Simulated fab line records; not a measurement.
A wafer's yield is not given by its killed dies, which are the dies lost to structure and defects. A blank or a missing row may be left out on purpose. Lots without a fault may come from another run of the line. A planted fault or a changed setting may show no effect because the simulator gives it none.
fab line records -- flow n5-finfet
record lots=5, wafers=15, last-day=18
route steps=1938 shown HKMG_FIN@430 PASSIVATION@1936
lots untouched by any fault: they come from a run of this same line in which no faults occurred
start-h: start of the lot's first displayed wafer, in hours after the record's first day -- wait-h: time in hours since the lot's previous step -- " identical to the entry in the row above -- L1.1+2: one row covering several wafers at once -- - value missing, or start not given -- * or withheld: withheld -- < > ~ a bound
route shown NAME@n: names a module that has steps shown in the file, with the first one's number in the route -- usual: mean/standard deviation of fault-free wafers -- same: alike in all rows -- chamber/n: place in a boat -- sites: the reading at each site -- _std_site: how widely they spread, as a standard deviation -- _edge_site: outer sites' mean less inner sites' -- radius-mm: for every site, how far away it sits from the centre of the wafer -- mask NAME#n: copy n -- behind: tool/chamber where the wafer was last shaped -- hold: cause of the lot's hold/its duration in hours/its outcome -- device: the n, p or np transistor that did not switch -- end of line: the same wafers' tests at the end of the route -- for a step that has no rows: nothing shown but its recipe -- killed: not the wafer's yield, but the dies lost to structure and defects at the first sort -- map: the dies of a wafer, with x for killed, . for not killed, _ for no die there
set.NAME: the setting that was run; set.NAME@STEP: the one run at that earlier step -- model.NAME: the simulator's own value behind a step, which no gauge read
lots seen at some steps along the route; tables by step, rows by wafer
services: from which hour (start-h, from the record's first day; less than 0 if before it) a tool's chamber was out of use, for how many hours, and why
## steps
# step N5_HKMG_FIN_CD_MEAS_12
# recipe target-cd-nm=92.8, landing-energy-ev=500, detector=se-inlens
# usual cd-nm=93.1/0.59
# same landing-energy-ev=500
lot.wafer,tool,chamber,start-h,wait-h,cd-nm
L147.2,cd-sem-01,0,93.49,-,92.8
L147.4,cd-sem-01,0,93.49,-,92.3
L147.5,cd-sem-01,0,93.49,-,92.8
L152.2,cd-sem-02,0,123.29,-,92.4
L152.3,cd-sem-02,0,123.29,-,92.7
L152.6,cd-sem-02,0,123.29,-,92.2
L159.2,cd-sem-03,0,171.62,-,94.1
L159.4,cd-sem-03,0,171.62,-,93.4
L159.6,cd-sem-03,0,171.62,-,94.1
L162.1,cd-sem-02,0,185.14,-,93.6
L162.3,cd-sem-02,0,185.14,-,93.2
L162.5,cd-sem-02,0,185.14,-,93.9
L167.1,cd-sem-03,0,215.45,-,93.2
L167.4,cd-sem-03,0,215.45,-,93.3
L167.5,cd-sem-03,0,215.45,-,93.8
# step N5_HKMG_FIN_OVL_MEAS_13
# recipe points-per-wafer=44
# usual NWFM_OVL=-0.4/0.81
lot.wafer,tool,chamber,start-h,wait-h,NWFM_OVL[nm]
L147.2,overlay-02,0,93.52,0.0,0.0
L147.4,overlay-02,0,93.52,0.0,-1.1
L147.5,overlay-02,0,93.52,0.0,-0.4
L152.2,overlay-01,0,123.32,0.0,0.2
L152.3,overlay-01,0,123.32,0.0,-0.9
L152.6,overlay-01,0,123.32,0.0,-0.4
L159.2,overlay-02,0,171.65,0.0,-0.4
L159.4,overlay-02,0,171.65,0.0,-0.7
L159.6,overlay-02,0,171.65,0.0,-0.2
L162.1,overlay-01,0,185.17,0.0,-0.6
L162.3,overlay-01,0,185.17,0.0,-0.8
L162.5,overlay-01,0,185.17,0.0,0.3
L167.1,overlay-02,0,215.48,0.0,-0.5
L167.4,overlay-02,0,215.48,0.0,-0.2
L167.5,overlay-02,0,215.48,0.0,-0.1
# step N5_HKMG_FIN_INSPECT_14
# recipe mode=adi, inspect-instrument=macro
# usual raw-defect-count=2.0/1.4
lot.wafer,tool,chamber,start-h,wait-h,raw-defect-count
L147.2,defect-inspect-01,-,93.55,0.0,3
L147.4,defect-inspect-01,-,93.55,0.0,1
L147.5,defect-inspect-01,-,93.55,0.0,2
L152.2,defect-inspect-02,-,123.34,0.0,2
L152.3,defect-inspect-02,-,123.34,0.0,3
L152.6,defect-inspect-02,-,123.34,0.0,1
L159.2,defect-inspect-02,-,171.68,0.0,1
L159.4,defect-inspect-02,-,171.68,0.0,2
L159.6,defect-inspect-02,-,171.68,0.0,1
L162.1,defect-inspect-02,-,185.19,0.0,1
L162.3,defect-inspect-02,-,185.19,0.0,3
L162.5,defect-inspect-02,-,185.19,0.0,4
L167.1,defect-inspect-01,-,215.50,0.0,1
L167.4,defect-inspect-01,-,215.50,0.0,3
L167.5,defect-inspect-01,-,215.50,0.0,1
# step N5_HKMG_FIN_DESCUM_17
# recipe chemistry=O2, time-s=7.9, source-power-w=50, bias-power-w=20, pressure-mtorr=20, rf-frequency-hz=2.712e+07, temp-c=40, resist=CAR-ArF, o2-flow-sccm=225
# step N5_HKMG_FIN_ETCH_31
# recipe chemistry=CF4, target=SiARC, target-depth-a=455, mask-material=CAR-ArF, time-s=75.8, ion-energy-ev=80, pressure-mtorr=40, source-w=545, bias-w=36, Ar_flow_sccm=100, cf4-flow-sccm=100, ends=cleared
# usual cf4-flow-sccm=100.01/0.28, drypump-motor-current-A=5.7/0.4, etch-rf-on-time-s=75.5/1.9, oes-product-au=0.67/0.084, rf-vpp-V=183.8/1.1, showerhead-plenum-p-Torr=2.11/0.05, throttle-valve-pct=15.61/0.29
lot.wafer,tool,chamber,start-h,wait-h,cf4-flow-sccm,drypump-motor-current-A,etch-rf-on-time-s,oes-product-au,rf-hours-counter-h,rf-vpp-V,showerhead-plenum-p-Torr,throttle-valve-pct
L147.2,rie-diel-01,3,93.62,0.0,99.86,6.1,75.2,0.75,43,183.4,2.09,15.10
L147.4,rie-diel-01,3,93.62,0.0,99.75,6.1,75.3,0.75,-,182.3,2.09,15.10
L147.5,rie-diel-01,1,93.62,0.0,100.10,6.3,77.5,0.60,-,183.8,2.11,15.75
L152.2,rie-diel-03,2,123.41,0.0,99.98,5.8,79.2,0.59,238,183.6,2.03,15.90
L152.3,rie-diel-03,3,123.41,0.0,100.25,5.8,75.3,0.68,83,184.4,2.16,15.65
L152.6,rie-diel-03,1,123.41,0.0,100.23,5.9,74.2,0.86,-,184.1,2.19,15.08
L159.2,rie-diel-06,1,171.81,0.0,99.94,5.7,74.0,0.59,217,184.2,2.12,15.86
L159.4,rie-diel-06,2,171.81,0.0,100.19,4.9,74.2,0.78,41,184.8,2.16,15.62
L159.6,rie-diel-06,1,171.81,0.0,100.36,5.8,74.0,0.59,-,182.9,2.12,15.85
L162.1,rie-diel-06,2,185.26,0.0,100.18,4.9,74.6,0.77,45,184.0,2.16,15.62
L162.3,rie-diel-06,1,185.26,0.0,100.04,5.7,74.0,0.59,221,184.6,2.12,15.87
L162.5,rie-diel-06,3,185.26,0.0,100.14,6.0,79.1,0.57,-,182.6,2.11,15.98
L167.1,rie-diel-03,3,215.57,0.0,99.98,5.8,75.3,0.66,118,184.9,2.14,15.73
L167.4,rie-diel-03,3,215.57,0.0,100.43,5.8,76.3,0.66,-,185.1,2.14,15.70
L167.5,rie-diel-03,1,215.57,0.0,100.09,5.9,73.9,0.76,-,185.3,2.17,15.15
# step N5_HKMG_FIN_ETCH_32
# recipe chemistry=N2/H2, target=SOC, target-depth-a=2400, temp-c=40, time-s=300, ion-energy-ev=200, mask-material=SiARC, pressure-mtorr=30, source-w=840, bias-w=150, n2-flow-sccm=200, h2-flow-sccm=200
# usual drypump-motor-current-A=5.7/0.4, oes-product-au=0.79/0.098, rf-vpp-V=523.0/1.9, showerhead-plenum-p-Torr=2.51/0.065, throttle-valve-pct=17.84/0.3
lot.wafer,tool,chamber,start-h,wait-h,drypump-motor-current-A,oes-product-au,rf-hours-counter-h,rf-vpp-V,showerhead-plenum-p-Torr,throttle-valve-pct
L147.2,rie-diel-01,3,93.67,0.0,6.1,0.88,43,522.7,2.48,17.36
L147.4,rie-diel-01,3,93.67,0.0,6.1,0.88,-,522.4,2.48,17.38
L147.5,rie-diel-01,1,93.67,0.0,6.3,0.69,-,522.3,2.49,17.84
L152.2,rie-diel-03,2,123.47,0.0,5.8,0.70,238,518.4,2.40,18.08
L152.3,rie-diel-03,3,123.47,0.0,5.8,0.80,83,523.8,2.58,18.06
L152.6,rie-diel-03,1,123.47,0.0,5.9,1.02,-,526.2,2.60,17.26
L159.2,rie-diel-06,1,171.87,0.0,5.7,0.70,217,524.1,2.50,17.94
L159.4,rie-diel-06,2,171.87,0.0,4.9,0.92,41,525.4,2.59,18.03
L159.6,rie-diel-06,1,171.87,0.0,5.8,0.70,-,522.8,2.50,17.93
L162.1,rie-diel-06,2,185.32,0.0,4.9,0.91,45,525.1,2.59,18.05
L162.3,rie-diel-06,1,185.32,0.0,5.7,0.70,221,523.7,2.49,17.95
L162.5,rie-diel-06,3,185.32,0.0,6.0,0.66,-,523.0,2.50,18.19
L167.1,rie-diel-03,3,215.63,0.0,5.8,0.77,118,523.4,2.57,18.10
L167.4,rie-diel-03,3,215.63,0.0,5.8,0.77,-,524.4,2.57,18.10
L167.5,rie-diel-03,1,215.63,0.0,5.9,0.90,-,525.6,2.59,17.31
# step N5_HKMG_FIN_STRIP_33
# recipe chemistry=N2/H2, temp-c=40, n2-flow-sccm=200, h2-flow-sccm=200, rf-frequency-hz=6e+07
# step N5_HKMG_FIN_STRIP_34
# recipe chemistry=CF4, resist=SiARC, power-w=300, bias-power-w=75, pressure-mtorr=50, cf4-flow-sccm=150, rf-frequency-hz=6e+07
# step N5_HKMG_FIN_ETCH_35
# recipe chemistry=N2/H2, target=SOC, target-depth-a=2158, ion-energy-ev=65, bias-w=5, source-w=3000, time-s=243.4, pressure-mtorr=30, n2-flow-sccm=200, h2-flow-sccm=200
# usual drypump-motor-current-A=5.7/0.4, oes-product-au=0.78/0.098, rf-vpp-V=141.2/0.99, showerhead-plenum-p-Torr=2.51/0.065, throttle-valve-pct=17.85/0.3
lot.wafer,tool,chamber,start-h,wait-h,drypump-motor-current-A,oes-product-au,rf-hours-counter-h,rf-vpp-V,showerhead-plenum-p-Torr,throttle-valve-pct
L147.2,rie-diel-01,3,93.88,0.0,6.1,0.88,43,141.5,2.48,17.38
L147.4,rie-diel-01,3,93.88,0.0,6.1,0.88,-,140.7,2.48,17.39
L147.5,rie-diel-01,1,93.88,0.0,6.3,0.69,-,141.1,2.49,17.84
L152.2,rie-diel-03,2,123.68,0.0,5.9,0.70,238,139.4,2.40,18.09
L152.3,rie-diel-03,3,123.68,0.0,5.8,0.80,83,141.7,2.58,18.04
L152.6,rie-diel-03,1,123.68,0.0,5.9,0.99,-,142.1,2.60,17.27
L159.2,rie-diel-06,1,172.08,0.0,5.8,0.69,218,141.2,2.50,17.95
L159.4,rie-diel-06,2,172.08,0.0,4.9,0.92,41,142.1,2.59,18.05
L159.6,rie-diel-06,1,172.08,0.0,5.8,0.70,-,141.7,2.50,17.93
L162.1,rie-diel-06,2,185.53,0.0,4.9,0.92,45,141.6,2.59,18.05
L162.3,rie-diel-06,1,185.53,0.0,5.8,0.70,221,140.3,2.49,17.95
L162.5,rie-diel-06,3,185.53,0.0,6.0,0.66,-,140.0,2.50,18.21
L167.1,rie-diel-03,3,215.84,0.0,5.8,0.76,118,140.8,2.57,18.11
L167.4,rie-diel-03,3,215.84,0.0,5.8,0.78,-,140.9,2.57,18.09
L167.5,rie-diel-03,1,215.84,0.0,5.9,0.91,-,142.3,2.59,17.33
# step N5_HKMG_FIN_STRIP_92
# recipe chemistry=N2/H2, material=SOC, time-s=20, power-w=500, temp-c=40, pressure-mtorr=50, rf-frequency-hz=6e+07, bias-power-w=8, h2-frac=0.5, n2-flow-sccm=300, h2-flow-sccm=300
# usual drypump-motor-current-A=5.7/0.4, oes-product-au=0.78/0.098, rf-vpp-V=54.2/0.84, showerhead-plenum-p-Torr=3.32/0.082, throttle-valve-pct=19.0/0.4
lot.wafer,tool,chamber,start-h,wait-h,drypump-motor-current-A,oes-product-au,rf-hours-counter-h,rf-vpp-V,showerhead-plenum-p-Torr,throttle-valve-pct
L147.2,rie-diel-01,3,94.03,0.1,6.1,0.88,43,53.6,3.28,18.5
L147.4,rie-diel-01,3,94.03,0.1,6.1,0.89,-,54.5,3.28,18.5
L147.5,rie-diel-01,1,94.03,0.1,6.4,0.70,-,54.6,3.29,18.8
L152.2,rie-diel-03,2,123.83,0.1,5.9,0.70,238,54.8,3.18,19.1
L152.3,rie-diel-03,3,123.83,0.1,5.8,0.83,83,55.1,3.41,19.4
L152.6,rie-diel-03,1,123.83,0.1,5.9,1.01,-,54.9,3.44,18.3
L159.2,rie-diel-06,1,172.23,0.1,5.7,0.69,218,53.3,3.30,19.1
L159.4,rie-diel-06,2,172.23,0.1,4.9,0.92,41,54.8,3.42,19.4
L159.6,rie-diel-06,1,172.23,0.1,5.7,0.69,-,54.5,3.30,19.1
L162.1,rie-diel-06,2,185.68,0.1,4.9,0.91,45,53.3,3.42,19.4
L162.3,rie-diel-06,1,185.68,0.1,5.8,0.70,221,55.5,3.30,19.1
L162.5,rie-diel-06,3,185.68,0.1,6.0,0.67,-,53.3,3.31,19.4
L167.1,rie-diel-03,3,215.99,0.1,5.8,0.77,118,54.1,3.39,19.5
L167.4,rie-diel-03,3,215.99,0.1,5.8,0.78,-,54.3,3.39,19.5
L167.5,rie-diel-03,1,215.99,0.1,5.9,0.90,-,54.5,3.42,18.3
# step N5_HKMG_FIN_WET_ETCH_18
# recipe chemistry=SC1, target=TiN, mix=1:1:5, temp-c=*, time-s=55, target-depth-nm=5.2, dry=ipa-marangoni, rinse-time-s=30, rinse-temp-c=23
# step N5_HKMG_FIN_STRIP_19
# recipe chemistry=N2/H2, power-w=2500, temp-c=300, h2-frac=0.65, time-s=360, pressure-mtorr=withheld, n2-flow-sccm=1750, h2-flow-sccm=3250
# usual drypump-motor-current-A=5.7/0.5, heater-power-w=472/14
lot.wafer,tool,chamber,start-h,wait-h,drypump-motor-current-A,heater-power-w,rf-hours-counter-h
L147.2,plasma-asher-01,1,94.18,0.0,4.7,445,91
L147.4,plasma-asher-01,0,94.18,0.0,5.7,485,-
L147.5,plasma-asher-01,1,94.18,0.0,4.7,449,-
L152.2,plasma-asher-02,1,123.97,0.0,5.8,492,46
L152.3,plasma-asher-02,0,123.97,0.0,6.2,460,-
L152.6,plasma-asher-02,1,123.97,0.0,5.8,499,-
L159.2,plasma-asher-02,1,172.38,0.0,5.8,481,56
L159.4,plasma-asher-02,0,172.38,0.0,6.2,471,-
L159.6,plasma-asher-02,0,172.38,0.0,6.2,463,-
L162.1,plasma-asher-01,0,185.86,0.0,5.7,499,110
L162.3,plasma-asher-01,1,185.86,0.0,4.7,454,-
L162.5,plasma-asher-01,1,185.86,0.0,4.8,449,-
L167.1,plasma-asher-02,1,216.13,0.0,5.8,483,65
L167.4,plasma-asher-02,0,216.13,0.0,6.2,468,-
L167.5,plasma-asher-02,1,216.13,0.0,5.8,484,-
# step N5_HKMG_FIN_ALD_91
# recipe material=TiN, target-thk-a=10, temp-c=400, ald-precursor-family=TiCl4, ald-co-reactant=NH3, pulse-time-s=1, purge-time-s=3, co-reactant-purge-time-s=2, co-reactant-pulse-time-s=2, ald-cycles=47, pressure-torr=3
# usual heater-power-w=893/84, precursor-pulse-height-rel=1.000/0.02, susceptor-temp-C=400.05/0.22
# same co-reactant-pulse-time-s=2
lot.wafer,tool,chamber,start-h,wait-h,heater-power-w,precursor-pulse-height-rel,susceptor-temp-C
L147.2,ald-metal-04,1,94.56,0.3,952,0.980,399.97
L147.4,ald-metal-04,2,94.56,0.3,968,1.027,399.81
L147.5,ald-metal-04,1,94.56,0.3,965,1.058,400.14
L152.2,ald-metal-01,2,124.35,0.3,956,1.020,441.04
L152.3,ald-metal-01,3,124.35,0.3,910,1.020,399.89
L152.6,ald-metal-01,0,124.35,0.3,829,0.975,399.51
L159.2,ald-metal-04,3,172.76,0.3,921,1.006,400.04
L159.4,ald-metal-04,1,172.76,0.3,940,1.017,400.13
L159.6,ald-metal-04,1,172.76,0.3,929,1.013,400.31
L162.1,ald-metal-01,0,186.24,0.3,831,0.991,400.37
L162.3,ald-metal-01,2,186.24,0.3,761,0.993,400.20
L162.5,ald-metal-01,1,186.24,0.3,906,0.985,400.32
L167.1,ald-metal-04,2,216.51,0.3,1020,1.012,400.04
L167.4,ald-metal-04,3,216.51,0.3,903,0.996,400.62
L167.5,ald-metal-04,1,216.51,0.3,956,0.984,400.17
# step N5_HKMG_FIN_COAT_85
# recipe resist=SOC, temp-c=250, time-s=60, spin-rpm=1500, resist-thk-nm=300
# step N5_PASSIVATION_PROBE_49
# usual killed_at_M0_to_M3=35/11, killed_at_M4_up=14/5.4, killed-at-contacts=13/6, killed-at-front-end=38/11, killed-at-other=3.4/2.6, killed-dies=104/19, killed-open=68/13, killed-short=34/8.5
# same gross-dies=1180, killed-at-back-side=0
lot.wafer,tool,chamber,start-h,wait-h,killed_at_M0_to_M3,killed_at_M4_up,killed-at-contacts,killed-at-front-end,killed-at-other,killed-dies,killed-open,killed-short
L152.2,prober-01,-,331.54,0.1,38,21,33,44,1,137,96,28
L152.3,prober-01,-,331.59,0.1,30,22,19,27,0,98,77,20
L152.6,prober-01,-,331.74,0.3,36,15,13,42,3,109,72,37
L147.2,prober-02,-,332.86,0.1,54,9,9,34,1,107,73,34
L147.4,prober-02,-,332.96,0.2,33,10,5,28,2,78,52,24
L147.5,prober-02,-,333.01,0.2,44,8,21,36,1,110,77,31
L162.1,prober-02,-,408.28,0.0,40,3,12,28,4,87,61,26
L162.3,prober-02,-,408.38,0.1,26,13,22,42,3,106,70,36
L162.5,prober-02,-,408.48,0.2,34,5,10,48,2,99,68,31
# killed by level:class
L152.2 MOL_CONTACT_COAG:geometric-particle:open=26 BEOL_M2:geometric-particle:open=16 HKMG_FIN:area-etch=12 FIN_SAQP:geometric-particle:open=10 MOL_CONTACT_COAG:geometric-particle:short=7 BEOL_M3:geometric-particle:open=6 STI_FIN_REVEAL:geometric-particle:open=5 BEOL_M1:geometric-particle:open=5
L152.3 MOL_CONTACT_COAG:geometric-particle:open=16 BEOL_M3:geometric-particle:open=9 BEOL_M5:geometric-particle:open=8 BEOL_M2:geometric-particle:open=7 BEOL_M4:geometric-particle:open=6 DUMMY_GATE:geometric-particle:open=5 BEOL_M2:geometric-particle:short=5 GATE_CUT:geometric-particle:open=4
L152.6 FIN_SAQP:geometric-particle:open=17 MOL_CONTACT_COAG:geometric-particle:open=10 FIN_SAQP:geometric-particle:short=8 BEOL_M3:geometric-particle:short=8 BEOL_M2:geometric-particle:open=7 BEOL_M4:geometric-particle:open=7 BEOL_M5:geometric-particle:open=6 BEOL_M0_SAQP:geometric-particle:short=5
L147.2 BEOL_M1:geometric-particle:open=15 FIN_SAQP:geometric-particle:open=8 DUMMY_GATE:geometric-particle:open=7 MOL_CONTACT_COAG:geometric-particle:open=7 BEOL_M0_SAQP:geometric-particle:open=7 BEOL_M0_SAQP:geometric-particle:short=7 BEOL_M3:geometric-particle:open=7 BEOL_M4:geometric-particle:open=6
L147.4 BEOL_M0_SAQP:geometric-particle:open=12 BEOL_M0_SAQP:geometric-particle:short=9 BEOL_M2:geometric-particle:open=7 FIN_SAQP:geometric-particle:short=6 DUMMY_GATE:geometric-particle:open=6 MOL_CONTACT_COAG:geometric-particle:open=5 FIN_SAQP:geometric-particle:open=4 STI_FIN_REVEAL:geometric-particle:open=4
L147.5 MOL_CONTACT_COAG:geometric-particle:open=17 BEOL_M2:geometric-particle:open=11 BEOL_M0_SAQP:geometric-particle:short=9 BEOL_M0_SAQP:geometric-particle:open=9 BEOL_M1:geometric-particle:open=8 DUMMY_GATE:geometric-particle:open=7 FIN_SAQP:geometric-particle:open=5 DUMMY_GATE:geometric-particle:short=4
L162.1 STI_FIN_REVEAL:geometric-particle:open=11 BEOL_M3:geometric-particle:open=11 MOL_CONTACT_COAG:geometric-particle:open=9 BEOL_M0_SAQP:geometric-particle:short=9 BEOL_M0_SAQP:geometric-particle:open=8 ILD0:geometric-particle:open=4 MOL_CONTACT_COAG:geometric-particle:short=3 BEOL_M1:geometric-particle:open=3
L162.3 MOL_CONTACT_COAG:geometric-particle:open=14 FIN_SAQP:geometric-particle:open=13 BEOL_M2:geometric-particle:open=10 MOL_CONTACT_COAG:geometric-particle:short=8 FIN_SAQP:geometric-particle:short=7 STI_FIN_REVEAL:geometric-particle:open=6 BEOL_M4:geometric-particle:open=4 STARTING-WAFER:geometric-particle:open=4
L162.5 BEOL_M2:geometric-particle:open=15 STI_FIN_REVEAL:geometric-particle:open=13 GATE_CUT:geometric-particle:short=7 MOL_CONTACT_COAG:geometric-particle:open=7 FIN_SAQP:geometric-particle:open=5 BEOL_M0_SAQP:geometric-particle:open=5 FIN_SAQP:geometric-particle:short=4 STI_FIN_REVEAL:geometric-particle:short=4
## services
tool,chamber,start-h,hours,kind
rie-diel-01,2,75.48,-,clean
rie-diel-01,2,75.48,-,consumable-replace:focus-ring
rie-diel-01,2,75.48,20.9,scheduled-down
rie-diel-01,2,75.48,20.9,vent-cycle
rie-diel-06,0,76.12,3.5,repair
ald-metal-01,2,76.26,23.7,repair
rie-diel-03,1,104.01,-,clean
rie-diel-03,1,104.01,-,consumable-replace:focus-ring
rie-diel-03,1,104.01,17.7,scheduled-down
rie-diel-03,1,104.01,17.7,vent-cycle
ald-metal-04,-,109.86,1.2,repair
rie-diel-06,2,127.22,13.3,repair
rie-diel-01,3,129.40,7.0,repair
ald-metal-04,-,142.28,0.9,repair
rie-diel-06,1,153.08,4.2,repair
rie-diel-03,2,157.10,-,clean
rie-diel-03,2,157.10,-,consumable-replace:esc
rie-diel-03,2,157.10,-,consumable-replace:focus-ring
rie-diel-03,2,157.10,-,consumable-replace:showerhead
rie-diel-03,2,157.10,28.5,scheduled-down
rie-diel-03,2,157.10,28.5,vent-cycle
plasma-asher-02,-,184.19,3.2,repair
rie-diel-03,2,201.74,28.7,repair
rie-diel-06,1,214.36,13.2,repair
## key
first-sign step=N5_HKMG_FIN_ALD_91, reading=susceptor-temp-C, direction=up, sigmas=99+, usual=*, struck=*
effect none on later readings
met-at N5_HKMG_FIN_ALD_91
struck-wafers L152.2
tester-left-out L152
baseline-loss step=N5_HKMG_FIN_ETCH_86, wafers=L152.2
fault kind=process-parameter-drift, tool=ald-metal-01, chamber=2, onset-h=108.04, steps=N5_HKMG_FIN_ALD_91, channel=temp-c, offset=*, shape=step, end-h=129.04, acts-in=*, stated=*
# tester-left-out: of these lots the tester's yield and bins aren't shown, on N5 and GAA mostly nor the transistor test; their killed dies are dies lost to structure and defects alone, not to doping, threshold or leakage, so they don't give the yield
# baseline-loss: these wafers lose ten dies or more at that step, a loss of the line's own and not of a fault; the sort's usual values leave them out
